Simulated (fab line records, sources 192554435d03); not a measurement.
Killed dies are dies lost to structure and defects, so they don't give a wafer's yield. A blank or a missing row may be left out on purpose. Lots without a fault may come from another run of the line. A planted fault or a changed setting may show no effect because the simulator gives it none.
fab line records | flow n5_finfet | part 2 of 2: steps 5 to 6 of 6
record lots=23 wafers=69 last_day=19
route steps=1938 shown BEOL_M0_SAQP@678 BEOL_M1@753
lots that met no fault: from a run of the same line without faults
start_h: hours from the record's first day to the start of the lot's first wafer shown | wait_h: hours since the lot's step before | " the same as in the row above | L1.1+2: a row that stands for several wafers | - no value, or no start given | * or withheld: withheld | < > ~ a bound
route shown NAME@n: a module of which the file shows steps, and the number in the route of the first | usual: mean/standard deviation of fault-free wafers | same: alike in all rows | chamber/n: place in a boat | sites: the reading at each site | _std_site: their standard deviation | _edge_site: outer sites' mean less inner sites' | radius_mm: how far each site lies from the wafer's centre | mask NAME#n: copy n | behind: the tool/chamber that last shaped the wafer | hold: why the lot was held/for how many hours/how that ended | device: the transistor (n, p or np) that didn't switch | end of line: the same wafers' tests at the end of the route | a step without rows: its recipe alone | killed: dies lost to structure and defects at the first sort, not the wafer's yield | map: a wafer's dies, x killed, . not, _ none there
set.NAME: the setting as run; set.NAME@STEP: as run at that earlier step | model.NAME: the simulator's own value behind a step, which no gauge read
steps of the route over a sample of lots; a table a step, a row a wafer
services: from which hour (start_h, from the record's first day; less than 0 if before it) a tool's chamber was out of use, for how many hours, and why
## steps
# step N5_BEOL_M1_ETCH_74
# recipe chemistry=N2/H2 target=underlayer target_depth_a=65 mask_material=CAR-EUV time_s=5.2 ion_energy_ev=200 pressure_mtorr=30 source_w=840 bias_w=150 n2_flow_sccm=200 h2_flow_sccm=200 ends=cleared
# usual drypump_motor_current_A=5.8/0.52 etch_rf_on_time_s=5.15/0.11 oes_product_au=0.70/0.081 rf_vpp_V=523.7/2.6 showerhead_plenum_p_Torr=2.54/0.083 throttle_valve_pct=17.8/0.31
# columns lot.wafer tool chamber start_h wait_h drypump_motor_current_A etch_rf_on_time_s oes_product_au rf_hours_counter_h rf_vpp_V showerhead_plenum_p_Torr throttle_valve_pct
L074.2 rie_diel-03 3 121.44 0.0 6.7 4.99 0.85 1 526.3 2.60 17.5
L074.3 " 1 " " 6.1 5.26 0.64 154 526.3 2.65 18.3
L074.6 " 1 " " 6.0 5.21 0.63 - 526.2 2.65 18.3
L076.2 rie_diel-03 0 129.77 0.0 4.9 5.19 0.69 121 523.2 2.55 17.6
L076.5 " 1 " " 6.1 5.22 0.63 - 526.3 2.64 18.3
L076.6 " 0 " " 4.9 5.17 0.69 - 521.6 2.55 17.6
L075.1 rie_diel-01 3 130.11 0.0 5.4 5.04 0.61 240 520.8 2.49 17.7
L075.2 " 2 " " 5.7 5.21 0.76 23 525.0 2.62 17.8
L075.5 " 1 " " 5.8 4.96 0.80 - 526.6 2.71 17.3
L077.1 rie_diel-02 1 139.79 0.0 5.2 5.35 0.59 205 521.8 2.42 18.2
L077.5 " 1 " " 5.2 5.36 0.60 - 519.5 2.42 18.2
L077.6 " 0 " " 5.6 5.06 0.84 - 522.1 2.49 17.6
L078.1 rie_diel-02 1 145.17 0.0 5.2 5.29 0.61 207 521.5 2.42 18.2
L078.3 " 0 " " 5.6 5.00 0.83 6 521.5 2.49 17.6
L078.6 " 0 " " 5.6 4.98 0.83 - 522.6 2.49 17.6
L079.3 rie_diel-03 1 152.39 0.0 6.0 5.18 0.64 160 526.3 2.64 18.3
L079.4 " 3 " " 6.7 4.94 0.82 10 526.4 2.60 17.5
L079.6 " 0 " " 4.9 5.20 0.68 - 524.5 2.55 17.6
L080.3 rie_diel-02 1 158.05 0.0 5.2 5.29 0.59 212 519.1 2.41 18.2
L080.4 " 1 " " 5.2 5.30 0.59 - 522.3 2.41 18.2
L080.5 " 0 " " 5.7 5.10 0.80 - 522.0 2.49 17.6
L081.2 rie_diel-03 0 166.46 0.0 4.9 5.24 0.67 132 525.9 2.54 17.6
L081.4 " 2 " " 5.7 5.26 0.63 141 523.9 2.55 17.7
L081.5 " 0 " " 4.9 5.21 0.68 - 524.0 2.54 17.6
L083.3 rie_diel-03 0 177.31 0.0 4.9 5.16 0.66 136 524.0 2.54 17.6
L083.5 " 1 " " 6.0 5.17 0.62 - 525.1 2.64 18.3
L083.6 " 0 " " 4.9 5.21 0.66 - 522.9 2.54 17.6
L084.2 rie_diel-02 3 184.62 0.0 6.2 5.22 0.59 222 519.8 2.42 18.1
L084.4 " 2 " " 6.4 5.14 0.85 3 524.2 2.49 17.8
L084.6 " 1 " " 5.2 5.26 0.59 - 523.2 2.41 18.2
L085.3 rie_diel-01 0 189.84 0.0 6.4 5.21 0.69 107 525.6 2.56 17.6
L085.4 " 2 " " 5.7 5.28 0.72 44 526.5 2.61 17.8
L085.5 " 0 " " 6.5 5.24 0.70 - 522.3 2.56 17.6
L087.1 rie_diel-01 2 220.71 0.0 5.7 5.19 0.70 53 524.4 2.60 17.8
L087.2 " 0 " " 6.5 5.19 0.68 116 525.6 2.56 17.6
L087.3 " 1 " " 5.8 5.02 0.76 47 528.5 2.69 17.4
L086.3 rie_diel-01 2 228.53 0.0 5.7 5.18 0.71 56 523.6 2.60 17.8
L086.4 " 0 " " 6.5 5.23 0.68 118 524.5 2.56 17.7
L086.6 " 3 " " 5.4 5.02 0.82 - 523.4 2.48 17.2
L089.1 rie_diel-03 0 230.28 0.0 4.9 5.21 0.65 153 525.1 2.53 17.6
L089.2 " 1 " " 6.0 5.22 0.62 185 526.2 2.63 18.3
L089.3 " 3 " " 6.6 4.98 0.77 36 525.6 2.59 17.6
L088.1 rie_diel-01 3 233.33 0.0 5.3 5.02 0.81 12 523.7 2.48 17.2
L088.4 " 1 " " 5.8 5.00 0.77 52 529.7 2.69 17.4
L088.6 " 0 " " 6.4 5.21 0.68 - 523.8 2.56 17.6
L090.3 rie_diel-03 3 233.94 0.0 6.7 4.98 0.76 38 522.7 2.59 17.6
L090.4 " 2 " " 5.8 5.25 0.63 158 522.0 2.55 17.8
L090.6 " 1 " " 6.1 5.31 0.61 - 526.8 2.63 18.3
L093.1 rie_diel-03 3 254.00 0.0 6.7 4.99 0.77 46 524.2 2.58 17.6
L093.5 " 1 " " 6.0 5.21 0.61 - 526.6 2.63 18.3
L093.6 " 0 " " 5.0 5.23 0.66 - 521.2 2.53 17.6
L091.2 rie_diel-02 2 258.82 0.0 6.4 5.11 0.80 19 521.9 2.49 17.8
L091.4 " 2 " " 6.4 5.10 0.79 - 524.1 2.49 17.8
L091.6 " 0 " " 5.6 5.02 0.76 - 522.5 2.48 17.6
L094.2 rie_diel-02 0 259.57 0.0 5.6 5.08 0.77 35 520.8 2.48 17.6
L094.3 " 2 " " 6.4 5.19 0.78 20 521.4 2.49 17.8
L094.6 " 2 " " 6.4 5.20 0.76 - 523.5 2.49 17.8
L095.2 rie_diel-01 3 260.05 0.0 5.4 5.07 0.79 21 522.0 2.47 17.2
L095.3 " 0 " " 6.4 5.18 0.69 130 522.9 2.55 17.7
L095.4 " 1 " " 5.7 4.99 0.74 61 527.5 2.69 17.4
L092.4 rie_diel-01 1 260.28 0.0 5.8 5.04 0.74 62 528.6 2.69 17.4
L092.5 " 0 " " 6.5 5.20 0.67 - 523.1 2.55 17.7
L092.6 " 1 " " 5.8 5.01 0.74 - 526.0 2.69 17.4
L096.1 rie_diel-02 3 260.61 0.0 6.2 5.31 0.58 239 521.8 2.41 18.1
L096.3 " 0 " " 5.6 4.98 0.77 36 521.3 2.48 17.6
L096.5 " 3 " " 6.2 5.28 0.57 - 520.9 2.41 18.2
L097.1 rie_diel-02 2 273.10 0.0 6.4 5.17 0.78 25 518.7 2.48 17.8
L097.2 " 0 " " 5.6 5.02 0.77 40 522.8 2.48 17.6
L097.3 " 1 " " 5.2 5.25 0.58 239 521.3 2.40 18.2
# step N5_BEOL_M1_ETCH_63
# recipe chemistry=CF4 target=SiARC target_depth_a=156 mask_material=CAR-EUV time_s=26 ion_energy_ev=80 pressure_mtorr=40 source_w=545 bias_w=36 Ar_flow_sccm=100 cf4_flow_sccm=100 ends=cleared
# usual drypump_motor_current_A=5.8/0.52 etch_rf_on_time_s=25.7/0.57 oes_product_au=0.70/0.081 rf_vpp_V=184.0/1.2 showerhead_plenum_p_Torr=2.14/0.065 throttle_valve_pct=15.5/0.3
# columns lot.wafer tool chamber start_h wait_h drypump_motor_current_A etch_rf_on_time_s oes_product_au rf_hours_counter_h rf_vpp_V showerhead_plenum_p_Torr throttle_valve_pct
L074.2 rie_diel-03 3 121.46 0.0 6.6 24.6 0.86 1 184.4 2.19 15.2
L074.3 " 1 " " 6.0 26.1 0.63 154 183.5 2.22 16.0
L074.6 " 1 " " 6.0 26.1 0.63 - 185.9 2.22 16.0
L076.2 rie_diel-03 0 129.79 0.0 4.9 25.8 0.68 121 184.7 2.15 15.3
L076.5 " 1 " " 6.0 25.7 0.64 - 183.5 2.22 16.0
L076.6 " 0 " " 4.9 25.9 0.68 - 183.6 2.15 15.3
L075.1 rie_diel-01 3 130.13 0.0 5.4 25.4 0.60 240 185.2 2.12 15.7
L075.2 " 2 " " 5.7 26.0 0.76 23 183.3 2.18 15.4
L075.5 " 1 " " 5.7 24.9 0.82 - 185.9 2.27 15.0
L077.1 rie_diel-02 1 139.81 0.0 5.2 26.0 0.60 205 182.9 2.05 15.9
L077.5 " 1 " " 5.2 26.4 0.60 - 182.4 2.05 15.9
L077.6 " 0 " " 5.6 24.9 0.84 - 184.4 2.10 15.3
L078.1 rie_diel-02 1 145.19 0.0 5.2 26.5 0.60 207 182.2 2.05 15.9
L078.3 " 0 " " 5.6 25.3 0.82 6 184.8 2.10 15.3
L078.6 " 0 " " 5.6 25.3 0.83 - 183.2 2.10 15.3
L079.3 rie_diel-03 1 152.41 0.0 6.1 25.9 0.63 160 186.3 2.22 16.0
L079.4 " 3 " " 6.7 24.8 0.82 10 182.8 2.19 15.3
L079.6 " 0 " " 4.9 26.2 0.68 - 184.4 2.15 15.3
L080.3 rie_diel-02 1 158.07 0.0 5.2 26.1 0.60 212 183.4 2.05 15.9
L080.4 " 1 " " 5.2 26.3 0.61 - 182.7 2.04 15.9
L080.5 " 0 " " 5.6 25.3 0.81 - 184.3 2.09 15.3
L081.2 rie_diel-03 0 166.48 0.0 4.9 26.2 0.67 132 183.2 2.15 15.3
L081.4 " 2 " " 5.7 25.7 0.63 141 185.6 2.15 15.5
L081.5 " 0 " " 4.9 26.3 0.67 - 184.1 2.15 15.3
L083.3 rie_diel-03 0 177.33 0.0 4.9 26.1 0.67 136 183.0 2.15 15.3
L083.5 " 1 " " 6.0 25.7 0.63 - 185.8 2.22 16.0
L083.6 " 0 " " 4.9 26.2 0.67 - 183.1 2.15 15.3
L084.2 rie_diel-02 3 184.63 0.0 6.2 26.1 0.59 222 182.3 2.04 15.8
L084.4 " 2 " " 6.4 25.4 0.83 3 184.8 2.10 15.6
L084.6 " 1 " " 5.2 26.2 0.60 - 181.2 2.04 16.0
L085.3 rie_diel-01 0 189.86 0.0 6.5 25.9 0.70 107 183.8 2.15 15.4
L085.4 " 2 " " 5.7 26.0 0.72 44 183.7 2.17 15.4
L085.5 " 0 " " 6.4 25.8 0.70 - 182.6 2.15 15.4
L087.1 rie_diel-01 2 220.73 0.0 5.7 25.9 0.72 53 185.4 2.17 15.5
L087.2 " 0 " " 6.5 25.8 0.70 116 183.9 2.15 15.4
L087.3 " 1 " " 5.8 25.1 0.76 47 185.6 2.26 15.1
L086.3 rie_diel-01 2 228.54 0.0 5.7 25.9 0.71 56 183.6 2.17 15.5
L086.4 " 0 " " 6.4 25.8 0.70 118 184.4 2.15 15.4
L086.6 " 3 " " 5.4 25.4 0.81 - 182.8 2.11 15.2
L089.1 rie_diel-03 0 230.29 0.0 4.9 26.1 0.65 153 183.7 2.14 15.4
L089.2 " 1 " " 6.1 26.1 0.61 185 185.0 2.21 16.1
L089.3 " 3 " " 6.6 25.0 0.76 36 187.6 2.18 15.3
L088.1 rie_diel-01 3 233.35 0.0 5.3 25.7 0.80 12 183.8 2.11 15.2
L088.4 " 1 " " 5.8 25.2 0.76 52 186.4 2.26 15.1
L088.6 " 0 " " 6.4 26.6 0.68 - 184.5 2.15 15.4
L090.3 rie_diel-03 3 233.96 0.0 6.6 25.2 0.76 38 183.5 2.18 15.3
L090.4 " 2 " " 5.8 26.0 0.62 158 184.5 2.14 15.5
L090.6 " 1 " " 6.0 26.4 0.61 - 186.1 2.21 16.1
L093.1 rie_diel-03 3 254.02 0.0 6.6 24.9 0.75 46 185.8 2.18 15.3
L093.5 " 1 " " 6.0 26.0 0.62 - 183.5 2.21 16.1
L093.6 " 0 " " 4.9 26.1 0.65 - 182.7 2.14 15.4
L091.2 rie_diel-02 2 258.84 0.0 6.4 25.7 0.78 19 183.4 2.10 15.6
L091.4 " 2 " " 6.4 25.5 0.78 - 184.2 2.10 15.6
L091.6 " 0 " " 5.6 25.0 0.77 - 182.7 2.09 15.4
L094.2 rie_diel-02 0 259.59 0.0 5.6 25.3 0.76 35 183.4 2.09 15.4
L094.3 " 2 " " 6.4 25.7 0.79 20 183.9 2.10 15.6
L094.6 " 2 " " 6.4 25.8 0.78 - 183.9 2.10 15.6
L095.2 rie_diel-01 3 260.07 0.0 5.4 25.8 0.77 21 184.7 2.11 15.2
L095.3 " 0 " " 6.4 25.9 0.68 130 184.2 2.15 15.4
L095.4 " 1 " " 5.8 25.0 0.74 61 185.2 2.26 15.1
L092.4 rie_diel-01 1 260.30 0.0 5.8 25.0 0.75 62 185.0 2.26 15.1
L092.5 " 0 " " 6.4 26.0 0.68 - 184.0 2.15 15.4
L092.6 " 1 " " 5.8 25.1 0.75 - 184.8 2.26 15.1
L096.1 rie_diel-02 3 260.63 0.0 6.2 26.2 0.58 239 182.2 2.04 15.8
L096.3 " 0 " " 5.6 25.2 0.76 36 181.9 2.09 15.4
L096.5 " 3 " " 6.2 26.2 0.58 - 183.3 2.04 15.8
L097.1 rie_diel-02 2 273.11 0.0 6.4 25.8 0.77 25 182.6 2.10 15.6
L097.2 " 0 " " 5.6 25.3 0.75 40 182.6 2.09 15.4
L097.3 " 1 " " 5.2 26.0 0.58 239 182.5 2.04 16.0
## services
# columns tool chamber start_h hours kind
rie_diel-02 0 105.21 - clean
rie_diel-02 0 105.21 - consumable_replace:focus_ring
rie_diel-02 0 105.21 21.7 scheduled_down
rie_diel-02 0 105.21 21.7 vent_cycle
rie_diel-03 3 108.72 - clean
rie_diel-03 3 108.72 - consumable_replace:focus_ring
pecvd-03 0 125.38 3.8 repair
pecvd-02 - 127.83 1.1 repair
rie_si-06 3 148.72 5.3 repair
rie_diel-02 2 152.47 - clean
rie_diel-02 2 152.47 - consumable_replace:focus_ring
pecvd-02 - 157.55 0.9 repair
pecvd-03 - 168.63 2.8 repair
rie_diel-03 2 170.50 10.6 repair
rie_diel-01 3 172.28 - clean
rie_diel-01 3 172.28 - consumable_replace:focus_ring
rie_diel-01 3 172.28 17.3 scheduled_down
rie_diel-01 3 172.28 17.3 vent_cycle
rie_diel-02 - 186.52 0.8 repair
rie_si-03 0 211.39 15.0 repair
rie_diel-01 3 216.72 5.4 repair
pecvd-03 2 222.84 7.1 repair
rie_diel-02 - 226.79 14.6 pm
pecvd-02 - 264.28 5.5 pm
